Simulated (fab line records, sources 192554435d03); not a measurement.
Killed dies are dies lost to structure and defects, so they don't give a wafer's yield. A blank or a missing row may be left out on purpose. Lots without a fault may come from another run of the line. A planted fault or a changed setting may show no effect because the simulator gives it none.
A struck lot beside a sound one | flow n5_finfet | 20 steps out of a route of 1938
Sound: wafers L722.3, L722.4, L722.5. Struck: wafer L729.1. (L729.2, L729.4 of the same lot were not struck and are left out.) The cause comes at the end.
At each step with rows: each side's tool, then ch and its chambers, then its first start. Under that, the readings that differ: sound wafers | struck wafers | difference of the means | sigmas: that difference in standard deviations of wafers without a fault.
alike: readings whose means differ by less than 2 such deviations, and words and numbers that are the same on both sides. not compared: withheld readings, readings that some wafer has no value for, bounds like >300 that may hide the same value, and numbers for which the record gives no deviation and whose values overlap.
The two part at a step that has a row with sigmas, a row that says differs or no value, or rows on one side only. Numbers that don't overlap but have no deviation are shown without sigmas and don't part them. A reading that every wafer of one side lacks parts them only if that side has two wafers or more.

first, 9 steps without rows for these wafers: N5_BEOL_M1_COAT_67 (time 60 s, resist thk 60 nm); N5_BEOL_M1_COAT_68 (time 60 s, resist thk 12 nm); N5_BEOL_M1_COAT_76 (time 60 s, resist thk 5 nm); N5_BEOL_M1_COAT_22 (resist thk 30 nm); N5_BEOL_M1_EBR_24; N5_BEOL_M1_SOFTBAKE_23 (time 60 s); N5_BEOL_M1_EXPOSE_25 (exposes mask V0, defocus 5 nm, target cd 24 nm); N5_BEOL_M1_PEB_26 (peb time 60 s); N5_BEOL_M1_DEVELOP_27 (develop time 30 s).
N5_BEOL_M1_CD_MEAS_28: target cd y 23.3 nm.
  sound on cd_sem-02 ch 0, day 8 17:34; struck on cd_sem-03 ch 0, day 10 17:13
  alike: cd_nm
N5_BEOL_M1_OVL_MEAS_29:
  sound on overlay-02 ch 0, day 8 17:36; struck on overlay-02 ch 0, day 10 17:14
  alike: V0_OVL
N5_BEOL_M1_INSPECT_30: inspects for defects (brightfield).
  sound on defect_inspect-02, day 8 17:39; struck on defect_inspect-02, day 10 17:18
  alike: raw_defect_count
N5_BEOL_M1_DESCUM_33: chemistry O2, time 7 s.
  sound on rie_diel-02 ch 2,3, day 8 17:41; struck on rie_diel-02 ch 1, day 10 17:20
  reading                                      | sound        | struck | difference | sigmas
  model.CAR-EUV_of_BEOL_M1_COAT_22.thk_nm (nm) | 26.2 26 26.2 | 27     | +1         |
  alike: drypump_motor_current_A, oes_product_au, rf_vpp_V, showerhead_plenum_p_Torr, throttle_valve_pct
  not compared: rf_hours_counter_h
N5_BEOL_M1_ETCH_77: etches underlayer in N2/H2, target depth 6.5 nm, time 5.2 s.
  sound on rie_diel-02 ch 2,3, day 8 17:43; struck on rie_diel-02 ch 1, day 10 17:22
  alike: drypump_motor_current_A, etch_rf_on_time_s, oes_product_au, rf_vpp_V, showerhead_plenum_p_Torr, throttle_valve_pct
  not compared: rf_hours_counter_h
N5_BEOL_M1_ETCH_69: etches SiARC in CF4, target depth 15.6 nm, time 26 s.
  sound on rie_diel-02 ch 2,3, day 8 17:44; struck on rie_diel-02 ch 1, day 10 17:23
  reading              | sound             | struck | difference | sigmas
  cf4_flow_sccm (sccm) | 100.2 100.1 100.3 | 99.5   | -0.7       | -2
  alike: drypump_motor_current_A, etch_rf_on_time_s, oes_product_au, rf_vpp_V, showerhead_plenum_p_Torr, throttle_valve_pct
  not compared: rf_hours_counter_h
N5_BEOL_M1_ALD_98: deposits SiO2, target thk 2.5 nm, pulse time 1 s, co reactant pulse time 1 s.
  sound on ald_sin-02 ch 0,2,3, day 8 17:52; struck on ald_sin-04 ch 1, day 10 17:52
  alike: heater_power_w, precursor_pulse_height_rel, susceptor_temp_C
N5_BEOL_M1_ETCHBACK_99: etches SiO2 in CHF3, target depth 5 nm, time 10.4 s.
  sound on rie_diel-02 ch 0,2,3, day 8 18:01; struck on rie_diel-04 ch 3, day 10 19:23
  reading                                      | sound          | struck | difference | sigmas
  model.CAR-EUV_of_BEOL_M1_COAT_22.thk_nm (nm) | 10.4 10.2 10.6 | 11.4   | +1.0       |
  alike: drypump_motor_current_A, oes_product_au, rf_vpp_V, showerhead_plenum_p_Torr, throttle_valve_pct
  not compared: rf_hours_counter_h
N5_BEOL_M1_ETCH_70: etches SOC in N2/H2, target depth 80 nm, overetch 16 nm, time 120 s.
  sound on rie_diel-02 ch 0,2,3, day 8 18:04; struck on rie_diel-04 ch 3, day 10 19:25
  alike: drypump_motor_current_A, oes_product_au, rf_vpp_V, showerhead_plenum_p_Torr, throttle_valve_pct
  not compared: rf_hours_counter_h
-- the record jumps here: 2 days lie between the struck wafers' starts before and after (it left off in module BEOL_M1 and takes up again in module BEOL_M4, whose first step shown is number 1111 of the route) --
N5_BEOL_M4_RC_MEAS_101:
  sound on prober-02 ch 0, day 10 20:01; struck on prober-01 ch 0, day 12 21:42
  reading       | sound          | struck | difference | sigmas
  DIBL_N (mV/V) | 33.3 36.3 37.1 | 39.7   | +4.1       | +2
  SS_N (mV/dec) | 70.2 71.8 72.5 | 72.8   | +1.3       | +2
  alike: DIBL_P, IOFF_N, IOFF_P, ION_N, ION_P, SS_P, VT_N, VT_P
then, 1 step without rows for these wafers: N5_PASSIVATION_PROBE_49.

WHERE THEY PART
First at N5_BEOL_M1_ETCH_69; last, within this record, at N5_BEOL_M4_RC_MEAS_101.

WHY: what the simulator had put in
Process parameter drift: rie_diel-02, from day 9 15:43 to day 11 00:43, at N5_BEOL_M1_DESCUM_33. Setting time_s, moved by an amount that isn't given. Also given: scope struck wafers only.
